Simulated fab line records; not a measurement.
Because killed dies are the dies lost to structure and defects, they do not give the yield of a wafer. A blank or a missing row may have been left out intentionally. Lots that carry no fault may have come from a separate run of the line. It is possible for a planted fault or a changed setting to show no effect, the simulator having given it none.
Matching of chambers -- flow n5-finfet -- N5_SD_EPI_N_ETCH_45 on rie-diel-05: 4 sister chambers
The step etches SiOCN in CH3F/O2, target depth 6 nm. 8 wafers are shown with their chamber, then 7 later ones without.

WAFERS, EACH WITH ITS CHAMBER
wafer,chamber,showerhead-plenum-p-Torr (Torr),throttle-valve-pct (%)
L087.1,1,2.07,23.34
L087.2,2,2.03,23.17
L087.3,0,2.13,23.04
L088.1,0,2.13,23.04
L088.4,1,2.07,23.33
L088.5,3,1.95,23.24
L092.1,2,2.02,23.19
L092.2,3,1.95,23.24

WAFERS WITH NO CHAMBER GIVEN
wafer,showerhead-plenum-p-Torr (Torr),throttle-valve-pct (%)
L092.3,2.13,23.04
L093.3,2.02,23.19
L093.4,2.06,23.35
L093.6,2.06,23.35
L096.3,1.94,23.27
L096.4,2.02,23.21
L096.6,2.06,23.34

CHAMBER TAKEN BY EACH
wafer,from the rows above,in truth
L092.3,0,0
L093.3,2,2
L093.4,1,1
L093.6,1,1
L096.3,3,3
L096.4,2,2
L096.6,1,1
Correctly placed: 7 of 7. Number that these rows cannot place: 0. Number placed wrongly: 0.
How it was worked out, from the rows above alone: a wafer's distance from a chamber is the root of the sum, over the readings, of the square of ((its reading less the chamber's mean) divided by the reading's scatter). The wafer belongs to the nearest chamber; if the next one is less than 2 further off, it can't be placed. A chamber's mean is the mean of its shown wafers. The scatter: take each reading less its chamber's mean, square it, sum over the shown wafers, divide by the number of wafers less the number of chambers, and take the root.
